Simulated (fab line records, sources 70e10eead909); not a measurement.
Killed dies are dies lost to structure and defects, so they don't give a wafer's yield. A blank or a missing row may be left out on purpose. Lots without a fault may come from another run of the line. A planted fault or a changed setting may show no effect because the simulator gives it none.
fab line records | flow nand_harc
record lots=6 wafers=18 last_day=24
route steps=1159 shown A_BONDPAD@1074 END@1159
lots that met no fault: from a run of the same line without faults
start_h: hours from the record's first day to the start of the lot's first wafer shown | wait_h: hours since the lot's step before | " the same as in the row above | L1.1+2: a row that stands for several wafers | - no value, or no start given | * or withheld: withheld | < > ~ a bound
route shown NAME@n: a module of which the file shows steps, and the number in the route of the first | usual: mean/standard deviation of fault-free wafers | same: alike in all rows | chamber/n: place in a boat | sites: the reading at each site | _std_site: their standard deviation | _edge_site: outer sites' mean less inner sites' | radius_mm: how far each site lies from the wafer's centre | mask NAME#n: copy n | behind: the tool/chamber that last shaped the wafer | hold: why the lot was held/for how many hours/how that ended | device: the transistor (n, p or np) that didn't switch | end of line: the same wafers' tests at the end of the route | a step without rows: its recipe alone | killed: dies lost to structure and defects at the first sort, not the wafer's yield | map: a wafer's dies, x killed, . not, _ none there
set.NAME: the setting as run; set.NAME@STEP: as run at that earlier step | model.NAME: the simulator's own value behind a step, which no gauge read
lots at some steps of the route; a table a step, a row a wafer
services: from which hour (start_h, from the record's first day; less than 0 if before it) a tool's chamber was out of use, for how many hours, and why
## steps
# step NHARC_A_BONDPAD_HARDBAKE_10
# recipe temp_c=118 time_s=65
# step NHARC_A_BONDPAD_DESCUM_11
# recipe time_s=3 o2_flow_sccm=200 ar_flow_sccm=0 bias_power_w=0 chemistry=O2
# step NHARC_A_BONDPAD_ETCH_34
# recipe target_depth_a=600 overetch_a=180 time_s=65.91 ion_energy_ev=200 n2_flow_sccm=150 h2_flow_sccm=150 ar_flow_sccm=0 rf_w=400 bias_w=150 chemistry=N2/H2
# step NHARC_A_BONDPAD_ETCH_12
# recipe target_depth_a=2200 time_s=110 chf3_flow_sccm=50 o2_flow_sccm=10 ar_flow_sccm=200 rf_w=500 bias_w=200 chemistry=CHF3/O2
# usual bias_w=200.0/0.52 drypump_motor_current_A=5.9/0.59 mfc_ar_sccm=200.0/0.65 oes_product_au=0.948/0.024 rf_vpp_V=370.7/2.3 showerhead_plenum_p_Torr=2.41/0.1 throttle_valve_pct=20.574/0.0091
# columns lot.wafer tool chamber start_h wait_h bias_w drypump_motor_current_A mfc_ar_sccm oes_product_au rf_hours_counter_h rf_vpp_V showerhead_plenum_p_Torr throttle_valve_pct
L905.4 rie_diel-09 3 - - 199.9 6.6 200.4 0.970 6 367.7 2.25 20.580
L905.2 " 1 " " 199.1 5.7 198.6 0.983 6 372.5 2.39 20.579
L905.3 " 2 " " 199.6 4.9 199.8 0.963 6 371.6 2.53 20.577
L909.3 rie_diel-03 1 - - 199.6 5.7 199.9 0.920 7 367.7 2.28 20.591
L909.6 " 3 " " 199.8 5.8 198.7 0.914 - 371.8 2.41 20.581
L909.5 " 0 " " 201.1 6.4 201.1 0.915 - 368.2 2.35 20.562
L908.3 rie_diel-03 3 - - 201.0 5.8 199.7 0.933 5 370.9 2.41 20.577
L908.2 " 0 " " 199.6 6.5 199.3 0.918 5 368.6 2.35 20.598
L908.1 " 1 " " 200.3 5.7 198.5 0.927 7 367.4 2.28 20.582
L921.2 rie_diel-09 0 - - 200.0 6.4 200.4 0.956 3 372.1 2.48 20.571
L921.6 " 1 " " 199.5 5.7 200.1 0.973 - 370.3 2.39 20.573
L921.4 " 2 " " 200.1 4.9 199.7 0.960 - 373.7 2.53 20.575
L924.3 rie_diel-09 0 - - 200.0 6.4 199.5 0.920 4 373.1 2.48 20.572
L924.2 " 1 " " 199.5 5.7 200.7 0.941 4 370.8 2.39 20.578
L924.1 " 3 " " 200.1 6.6 200.2 0.923 3 368.0 2.25 20.576
L922.1 rie_diel-09 0 - - 200.4 6.4 200.9 0.913 4 372.6 2.48 20.577
L922.5 " 1 " " 200.6 5.7 200.5 0.930 - 370.7 2.39 20.576
L922.6 " 2 " " 199.3 4.9 200.6 0.913 - 371.8 2.53 20.554
# step NHARC_A_BONDPAD_CD_MEAS_13
# usual cd_nm=500.5/2.2
# columns lot.wafer tool chamber start_h wait_h cd_nm
L905.2 cd_sem-03 - 418.29 - 503.3
L905.3 " - " " 501.5
L905.4 " - " " 499.7
L909.3 cd_sem-02 - 439.98 - 500.5
L909.5 " - " " 503.7
L909.6 " - " " 501.5
L908.1 cd_sem-02 - 441.14 - 498.5
L908.2 " - " " 502.3
L908.3 " - " " 500.5
L921.2 cd_sem-03 - 521.00 - 498.2
L921.4 " - " " 501.6
L921.6 " - " " 500.4
L924.1 cd_sem-01 - 538.41 - 499.7
L924.2 " - " " 499.4
L924.3 " - " " 498.4
L922.1 cd_sem-02 - 540.83 - 503.7
L922.5 " - " " 502.1
L922.6 " - " " 503.2
# step NHARC_A_BONDPAD_STRIP_15
# recipe o2_flow_sccm=500 ar_flow_sccm=0 bias_w=0 chemistry=O2
# step NHARC_A_BONDPAD_ETCH_24
# recipe target_depth_a=300 over_etch_frac=0.3 time_s=72.99 ion_energy_ev=150 cf4_flow_sccm=50 n2_flow_sccm=100 ar_flow_sccm=150 rf_w=300 bias_w=100 chemistry=CF4/N2
# step NHARC_A_BONDPAD_STRIP_16
# recipe time_s=600 temp_c=30 chemistry=post_etch_residue_remover
# step NHARC_A_BONDPAD_DEGAS_25
# recipe temp_c=300 time_s=60
# usual heater_power_w=456/45
# columns lot.wafer tool chamber start_h wait_h heater_power_w
L905.3 pvd_sputter-02 - 418.91 - 488
L905.2 " - " " 455
L905.4 " - " " 531
L909.3 pvd_sputter-03 - 440.60 - 414
L909.6 " - " " 426
L909.5 " - " " 411
L908.3 pvd_sputter-03 - 441.76 - 403
L908.2 " - " " 456
L908.1 " - " " 473
L921.4 pvd_sputter-02 - 521.67 - 485
L921.2 " - " " 457
L921.6 " - " " 483
L924.3 pvd_sputter-01 - 539.08 - 406
L924.1 " - " " 470
L924.2 " - " " 432
L922.1 pvd_sputter-01 - 541.49 - 478
L922.5 " - " " 437
L922.6 " - " " 401
# step NHARC_A_BONDPAD_PRE_CLEAN_26
# recipe time_s=30 temp_c=280 gas=H2/He
# step NHARC_A_BONDPAD_PVD_17
# recipe target_thk_a=50 bias_v=168.6 power_w=15000 chamber_pressure_pa=0.12 time_s=8.06 substrate_temp_c=50 material=TaN
# usual throttle_valve_pct=30.1/0.81
# columns lot.wafer tool chamber start_h wait_h throttle_valve_pct
L905.2 pvd_sputter-02 - - - 30.3
L905.4 " - " " 29.9
L905.3 " - " " 30.8
L909.3 pvd_sputter-03 - - - 29.6
L909.6 " - " " 30.6
L909.5 " - " " 29.9
L908.3 pvd_sputter-03 - - - 29.3
L908.1 " - " " 30.5
L908.2 " - " " 28.6
L921.2 pvd_sputter-02 - - - 30.7
L921.4 " - " " 29.4
L921.6 " - " " 30.2
L924.2 pvd_sputter-01 - - - 31.5
L924.3 " - " " 29.4
L924.1 " - " " 31.9
L922.1 pvd_sputter-01 - - - 31.9
L922.6 " - " " 29.2
L922.5 " - " " 31.9
# step NHARC_A_BONDPAD_PVD_27
# recipe target_thk_a=300 chamber_pressure_pa=5 power_w=5000 substrate_temp_c=30 time_s=20.49 material=Cu
# step NHARC_A_BONDPAD_ECD_18
# recipe target_thk_a=4000 bath_temp_c=25 material=Cu
# usual bath_heat_duty_pct=7.0/0.73 bath_temp_c=24.99/0.1
# columns lot.wafer tool chamber start_h wait_h bath_heat_duty_pct bath_temp_c
L905.2 ecd_cu-01 0 419.27 - 6.8 25.09
L905.4 " 0 " " 7.1 25.05
L905.3 " 1 " " 6.6 25.13
L909.3 ecd_cu-01 1 441.11 - - -
L909.6 " 0 " " - -
L909.5 " 1 " " - -
L908.1 ecd_cu-01 1 442.20 - - -
L908.2 " 0 " " - -
L908.3 " 0 " " - -
L921.2 ecd_cu-02 0 522.03 - 7.4 24.91
L921.4 " 1 " " 6.2 24.98
L921.6 " 1 " " 7.0 24.97
L924.1 ecd_cu-01 0 539.44 - 5.9 25.19
L924.2 " 1 " " 6.7 24.93
L924.3 " 1 " " 6.4 24.94
L922.1 ecd_cu-01 1 541.92 - 7.6 24.96
L922.5 " 0 " " 6.2 25.04
L922.6 " 1 " " 7.5 25.00
# step NHARC_A_BONDPAD_ANNEAL_28
# recipe temp_c=225 time_s=90
# usual wafer_temp_C_max=226.4/0.34
# columns lot.wafer tool chamber start_h wait_h wafer_temp_C_max
L905.2 rtp_anneal-02 0 419.71 0.4 226.2
L905.3 " 0 " " 226.0
L905.4 " 0 " " 226.1
L909.3 rtp_anneal-01 0 441.44 0.3 226.9
L909.5 " 0 " " 226.2
L909.6 " 0 " " 226.2
L908.1 rtp_anneal-01 0 442.58 0.3 226.4
L908.2 " 0 " " 226.1
L908.3 " 0 " " 226.7
L921.2 rtp_anneal-01 0 522.45 - 226.1
L921.4 " 0 " " 226.4
L921.6 " 0 " " 227.2
L924.1 rtp_anneal-02 0 539.82 0.3 226.4
L924.2 " 0 " " 225.7
L924.3 " 0 " " 226.2
L922.1 rtp_anneal-01 0 542.25 0.3 226.2
L922.5 " 0 " " 226.0
L922.6 " 0 " " 226.6
# step NHARC_A_BONDPAD_CMP_19
# recipe t_overpolish_s=30 cu_recess_touch_s=16 target_thk_nm=169.8
# usual motor_current_A=11.5/0.99 overpolish_run_s=30.000/0.0087
# columns lot.wafer tool chamber start_h wait_h motor_current_A overpolish_run_s
L905.3 cmp-01 1 420.12 - 10.9 29.991
L905.2 " 3 " " 13.0 29.989
L905.4 " 0 " " 13.1 29.999
L909.3 cmp-04 3 441.73 - 11.9 29.998
L909.5 " 2 " " 12.9 30.009
L909.6 " 3 " " 11.6 30.011
L908.3 cmp-01 0 442.92 - 11.3 29.998
L908.2 " 1 " " 11.0 30.005
L908.1 " 2 " " 10.5 30.010
L921.2 cmp-02 1 522.74 - 10.7 30.019
L921.4 " 3 " " 12.1 29.997
L921.6 " 2 " " 12.4 29.994
L924.2 cmp-02 1 540.16 - 11.1 29.984
L924.1 " 2 " " 13.4 30.006
L924.3 " 3 " " 11.5 29.989
L922.1 cmp-02 2 542.66 - 12.7 30.001
L922.5 " 0 " " 11.6 29.995
L922.6 " 1 " " 10.5 30.001
# step NHARC_A_BONDPAD_THK_MEAS_20
# recipe thk_meas_gauge=xrf
# usual thk_nm=169.5/1.4
# columns lot.wafer tool chamber start_h wait_h hold thk_nm
L905.2 film_metro-01 - 420.45 - - 170.0
L905.3 " - " " - 169.9
L905.4 " - " " - 169.9
L909.3 film_metro-02 - 442.02 - await_dispo/0.2h/release 29.1
L909.5 " - " " await_dispo/0.2h/release 29.4
L909.6 " - " " await_dispo/0.2h/release 28.7
L909.3 film_metro-02 - 442.19 0.2 - 29.0
L909.5 " - " " - 29.0
L909.6 " - " " - 29.5
L908.1 film_metro-01 - 443.24 - await_dispo/0.2h/release 30.5
L908.2 " - " " await_dispo/0.2h/release 29.8
L908.3 " - " " await_dispo/0.2h/release 28.7
L908.1 film_metro-01 - 443.41 0.2 - 31.2
L908.2 " - " " - 29.1
L908.3 " - " " - 31.3
L921.2 film_metro-01 - 523.06 - - 169.9
L921.4 " - " " - 168.9
L921.6 " - " " - 170.7
L924.1 film_metro-01 - 540.48 - - 170.2
L924.2 " - " " - 168.1
L924.3 " - " " - 168.1
L922.1 film_metro-02 - 542.92 - - 172.9
L922.5 " - " " - 169.2
L922.6 " - " " - 169.4
# step NHARC_END_SORT_01
# recipe temp_c=25
# usual defect_limited_yield=95.1/1.8 killed_at_array=29/11 killed_at_other=0.5/0.8 killed_at_periphery=3.5/2.8 killed_dies=33/12 killed_open=3.1/1.8 killed_short=1.8/1.4 sort_bin_2_pct=1.5/0.65 sort_bin_3_pct=0.24/0.21 sort_bin_4_pct=3.1/1.2 sort_n_pass=644/12 sort_rim_yield_pct=97.5/1.9 sort_yield_pct=95.1/1.8
# same gross_dies=677 sort_bin_5_pct[%]=0 sort_bin_6_pct[%]=0 sort_bin_7_pct[%]=0 sort_bin_8_pct[%]=0 sort_rim_n_gross=106.00
# columns lot.wafer tool chamber start_h wait_h defect_limited_yield[%] killed_at_array killed_at_other killed_at_periphery killed_dies killed_open killed_short sort_bin_2_pct[%] sort_bin_3_pct[%] sort_bin_4_pct[%] sort_n_pass sort_rim_yield_pct[%] sort_yield_pct[%]
L905.2 prober-02 0 445.15 2.8 97.2 17 0 2 19 4 0 0.6 0.30 1.9 658 100.0 97.2
L905.3 prober-02 0 445.93 3.1 97.3 11 0 7 18 6 1 1.0 0.15 1.5 659 100.0 97.3
L905.4 prober-02 0 446.72 3.3 96.8 18 1 3 22 6 3 1.0 0.15 2.1 655 98.1 96.8
L921.2 prober-02 0 558.98 2.8 93.8 42 0 0 42 4 2 1.6 0.15 4.4 635 98.1 93.8
L921.4 prober-02 0 560.56 3.3 92.8 48 1 0 49 1 1 2.4 0.30 4.6 628 97.2 92.8
L921.6 prober-02 0 562.13 3.9 91.9 51 0 4 55 5 2 1.8 0.44 5.9 622 99.1 91.9
L924.1 prober-01 0 576.66 2.5 93.2 44 0 2 46 3 3 2.2 0.44 4.1 631 95.3 93.2
L924.2 prober-01 0 577.47 2.8 94.5 34 0 3 37 4 0 1.5 0.15 3.8 640 100.0 94.5
L924.3 prober-01 0 578.28 3.1 95.1 30 0 3 33 1 0 2.2 0.15 2.5 644 98.1 95.1
L922.1 prober-02 0 576.71 2.5 93.2 39 3 4 46 2 0 2.5 0.15 4.1 631 99.1 93.2
L922.5 prober-02 0 579.95 3.7 93.9 34 3 4 41 4 2 2.1 0.89 3.1 636 97.2 93.9
L922.6 prober-02 0 580.76 4.0 93.2 38 1 7 46 2 3 3.0 0.44 3.4 631 96.2 93.2
# killed by level:class
L905.2 A_CHANNEL_HOLE_D1:chamber_film_flake=5 A_CONTACT:chamber_film_flake=5 P_STI:chamber_film_flake=2 A_STAIRCASE:chamber_film_flake=2 A_ONON_D1:geometric_particle:open=1 A_WL_FILL:geometric_particle:open=1 A_CONTACT:geometric_particle:open=1 A_M0:geometric_particle:open=1
L905.3 P_STI:chamber_film_flake=4 A_CONTACT:chamber_film_flake=3 A_CONTACT:geometric_particle:open=2 A_SLIT:chamber_film_flake=2 P_GATE:geometric_particle:short=1 P_M1:geometric_particle:open=1 A_CHANNEL_FILL_D1:geometric_particle:open=1 A_SGD_CUT:geometric_particle:open=1
L905.4 A_CONTACT:geometric_particle:open=5 A_CHANNEL_HOLE_D1:chamber_film_flake=4 A_CONTACT:chamber_film_flake=4 P_M1:chamber_film_flake=2 A_STAIRCASE:chamber_film_flake=2 A_ONON_D1:geometric_particle:short=1 A_WL_FILL:geometric_particle:short=1 A_M1:geometric_particle:open=1
L921.2 A_SLIT:chamber_film_flake=16 A_CHANNEL_HOLE_D1:chamber_film_flake=15 A_STAIRCASE:chamber_film_flake=5 A_ONON_D1:geometric_particle:open=2 A_CHANNEL_HOLE_D1:geometric_particle:short=1 A_CHANNEL_FILL_D1:geometric_particle:open=1 A_SGD_CUT:geometric_particle:short=1 A_CONTACT:geometric_particle:open=1
L921.4 A_CHANNEL_HOLE_D1:chamber_film_flake=22 A_SLIT:chamber_film_flake=16 A_STAIRCASE:chamber_film_flake=7 A_CHANNEL_FILL_D1:geometric_particle:open=1 A_CHANNEL_FILL_D1:geometric_particle:short=1 A_WL_FILL:chamber_film_flake=1 THIN_TSV:chamber_film_flake=1
L921.6 A_CHANNEL_HOLE_D1:chamber_film_flake=21 A_SLIT:chamber_film_flake=18 A_STAIRCASE:chamber_film_flake=4 P_STI:chamber_film_flake=3 A_CHANNEL_FILL_D1:geometric_particle:open=2 A_CONTACT:chamber_film_flake=2 P_M0:geometric_particle:short=1 A_ONON_D1:geometric_particle:short=1
L924.1 A_SLIT:chamber_film_flake=22 A_CHANNEL_HOLE_D1:chamber_film_flake=7 A_STAIRCASE:chamber_film_flake=5 A_ZERO_WELL:chamber_film_flake=2 A_CHANNEL_FILL_D1:geometric_particle:short=1 A_WL_FILL:geometric_particle:short=1 A_WL_FILL:geometric_particle:open=1 A_CONTACT:geometric_particle:short=1
L922.1 A_SLIT:chamber_film_flake=18 A_CHANNEL_HOLE_D1:chamber_film_flake=12 A_CONTACT:chamber_film_flake=3 THIN_TSV:chamber_film_flake=3 P_GATE:chamber_film_flake=2 P_M1:chamber_film_flake=2 A_BLC:chamber_film_flake=2 A_CONTACT:geometric_particle:open=1
L924.2 A_SLIT:chamber_film_flake=21 A_CHANNEL_HOLE_D1:chamber_film_flake=7 A_STAIRCASE:chamber_film_flake=3 P_CONTACT:geometric_particle:open=1 P_M0:geometric_particle:open=1 A_CHANNEL_HOLE_D1:geometric_particle:open=1 A_M0:geometric_particle:open=1 P_ZERO_WELL:chamber_film_flake=1
L924.3 A_SLIT:chamber_film_flake=17 A_CHANNEL_HOLE_D1:chamber_film_flake=6 A_STAIRCASE:chamber_film_flake=4 P_ZERO_WELL:chamber_film_flake=2 A_M0:geometric_particle:open=1 P_STI:chamber_film_flake=1 A_CONTACT:chamber_film_flake=1 A_BLC:chamber_film_flake=1
L922.5 A_SLIT:chamber_film_flake=19 A_CONTACT:chamber_film_flake=4 A_CHANNEL_HOLE_D1:chamber_film_flake=3 THIN_TSV:chamber_film_flake=3 A_WL_FILL:geometric_particle:open=2 P_STI:chamber_film_flake=2 A_ONON_D1:geometric_particle:short=1 A_CHANNEL_HOLE_D1:geometric_particle:open=1
L922.6 A_SLIT:chamber_film_flake=23 A_CONTACT:chamber_film_flake=5 A_CHANNEL_HOLE_D1:chamber_film_flake=4 A_M0:geometric_particle:open=2 P_STI:chamber_film_flake=2 P_GATE:chamber_film_flake=2 A_WL_FILL:chamber_film_flake=2 P_CONTACT:geometric_particle:short=1
## services
# columns tool chamber start_h hours kind
cmp-04 - 399.10 4.0 pm
rie_diel-03 3 401.32 3.5 repair
rie_diel-09 0 410.13 - clean
rie_diel-09 1 410.13 - clean
rie_diel-09 2 410.13 - clean
cmp-04 - 416.64 4.9 repair
pvd_sputter-01 - 428.03 5.5 repair
rie_diel-03 0 431.07 6.7 repair
rie_diel-09 - 431.13 9.0 pm
cmp-02 - 447.64 4.0 pm
ecd_cu-01 - 448.00 8.0 pm
pvd_sputter-03 - 458.09 10.0 pm
cmp-04 - 463.63 4.2 repair
cmp-01 - 473.80 4.0 pm
cmp-04 - 497.10 4.0 pm
cmp-02 - 513.57 1.5 repair
pvd_sputter-01 - 514.00 10.0 pm
cmp-01 - 516.75 0.8 repair
rie_diel-09 3 520.34 3.1 repair
ecd_cu-02 - 532.63 8.0 pm
cmp-04 - 534.23 1.4 repair
rie_diel-09 2 535.87 4.4 repair
rie_diel-03 3 537.70 8.4 repair
cmp-04 - 542.08 2.8 repair
## key
first_sign step=NHARC_A_BONDPAD_ECD_18 reading=tool_record direction=missing
effect step=NHARC_A_BONDPAD_THK_MEAS_20 reading=visit direction=added
effect step=NHARC_A_BONDPAD_THK_MEAS_20 reading=thk_nm direction=down sigmas=99+ usual=169.5 struck=29.4
met_at NHARC_A_BONDPAD_ECD_18
struck_wafers L908.1,L908.2,L908.3,L909.3,L909.5,L909.6
scrapped_behind NHARC_A_BONDPAD_THK_MEAS_20 L908.1,L908.2,L908.3,L909.3,L909.5,L909.6
onset_between 419.27 441.11
fault kind=skipped_step_whole tool=ecd_cu-01 chamber=- onset_h=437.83 steps=NHARC_A_BONDPAD_ECD_18 scope=struck_lots_only
